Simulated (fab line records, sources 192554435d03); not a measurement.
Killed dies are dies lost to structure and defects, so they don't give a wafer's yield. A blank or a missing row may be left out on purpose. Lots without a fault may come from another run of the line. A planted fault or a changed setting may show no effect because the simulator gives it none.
Split-lot experiment | flow n5_finfet | 7 lots, 21 wafers read, on a route of 1938 steps

THE SPLIT
At N5_BEOL_M11_VIA_ETCH_34 (etches SiCOH lowk in C4F6/O2, target depth 184.5 nm, time 69.2 s), the setting time_s was moved away from the recipe's 69.2 s on 3 of the 21 wafers read, by -17.5% to -8.6%. The other wafers ran this setting at the recipe's value.

The reading is taken at the split's own step.

THE READING
SOC_of_BEOL_M11_COAT_63.thk_nm (the simulator's own value, which no gauge read), in nm, at N5_BEOL_M11_VIA_ETCH_34 (etches SiCOH lowk in C4F6/O2, target depth 184.5 nm, time 69.2 s). The file gives no usual value for it. The 18 wafers here that ran the recipe average 92.2 nm, standard deviation 0.24 nm.

wafer  | tool, chamber at the split | time_s as run, s | against the recipe | SOC_of_BEOL_M11_COAT_63.thk_nm, nm | against lot-mates on the recipe
L077.1 | rie_diel-05, 1             | 69.2             | recipe             | 92.4                               | -
L077.2 | rie_diel-05, 0             | 69.2             | recipe             | 92.2                               | -
L077.6 | rie_diel-05, 0             | 62.33            | -9.9%              | 93                                 | +0.7
L079.2 | rie_diel-04, 2             | 69.2             | recipe             | 92.8                               | -
L079.4 | rie_diel-04, 0             | 69.2             | recipe             | 92.4                               | -
L079.6 | rie_diel-04, 2             | 57.09            | -17.5%             | 94                                 | +1.4
L080.3 | rie_diel-04, 2             | 69.2             | recipe             | 92.2                               | -
L080.4 | rie_diel-04, 0             | 69.2             | recipe             | 92                                 | -
L080.6 | rie_diel-04, 2             | 69.2             | recipe             | 92.2                               | -
L081.1 | rie_diel-03, 3             | 63.28            | -8.6%              | 93                                 | +1.0
L081.2 | rie_diel-03, 0             | 69.2             | recipe             | 92.2                               | -
L081.3 | rie_diel-03, 2             | 69.2             | recipe             | 91.8                               | -
L083.1 | rie_diel-03, 0             | 69.2             | recipe             | 91.8                               | -
L083.3 | rie_diel-03, 2             | 69.2             | recipe             | 92                                 | -
L083.6 | rie_diel-03, 1             | 69.2             | recipe             | 92.4                               | -
L085.2 | rie_diel-04, 2             | 69.2             | recipe             | 92.4                               | -
L085.4 | rie_diel-04, 1             | 69.2             | recipe             | 92.2                               | -
L085.6 | rie_diel-04, 3             | 69.2             | recipe             | 92.4                               | -
L096.4 | rie_diel-05, 1             | 69.2             | recipe             | 92.4                               | -
L096.5 | rie_diel-05, 2             | 69.2             | recipe             | 92.4                               | -
L096.6 | rie_diel-05, 3             | 69.2             | recipe             | 92.2                               | -

THE FIT
A straight line over all 21 wafers: SOC_of_BEOL_M11_COAT_63.thk_nm changes by -0.0939 nm for each +1% of time_s; r = -0.88; the points scatter about the line by 0.24 nm.
The same after taking each lot's own level away (the mean of its wafers on the recipe; 21 wafers): -0.0833 nm for each +1%; r = -0.92; scatter 0.17 nm.
On that fit, the largest move of time_s shifts the reading by 1.5 nm.
The lots' own levels span 92.00 to 92.60 nm, that is 2.5 times the standard deviation above.
So the lot-to-lot level changes the slope: the two fits differ.
Check: with one of the wafers moved furthest among these (-17.5%) left out of the fit, the line predicts +1.58 nm for it against its lot-mates. It came out at +1.4 nm against them.

OTHER SPLITS ON THESE WAFERS
These wafers also went through other splits before the reading. Each is held against what the fit with the lots' levels taken away leaves over:
other split on the same wafers | wafers away from the commonest value | r with SOC_of_BEOL_M11_COAT_63.thk_nm (lot level and that fit taken away)
N5_BEOL_M9_EXPOSE_08 dose_mj   | 10                                   | +0.03
N5_BEOL_M10_COAT_60 spin_rpm   | 8                                    | -0.19
N5_BEOL_M10_COAT_05 spin_rpm   | 10                                   | +0.33
N5_BEOL_M11_EXPOSE_25 dose_mj  | 5                                    | -0.28

THE WHOLE CHAIN: every reading that the file lists as answering this split, in the file's order
step                    | what it does                                                     | reading                                                                         | change (the file's fit)                | r (the file's)
N5_BEOL_M11_VIA_ETCH_34 | etches SiCOH lowk in C4F6/O2, target depth 184.5 nm, time 69.2 s | etch.depth_nm (the simulator's own value, which no gauge read)                  | +1.94 nm for each +1% of the setting   | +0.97
N5_BEOL_M11_VIA_ETCH_34 | etches SiCOH lowk in C4F6/O2, target depth 184.5 nm, time 69.2 s | SOC_of_BEOL_M11_COAT_63.thk_nm (the simulator's own value, which no gauge read) | -0.0837 nm for each +1% of the setting | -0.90

THE FILE'S OWN FIT
SOC_of_BEOL_M11_COAT_63.thk_nm changes by -0.0837 nm for each +1% of time_s, r = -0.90.
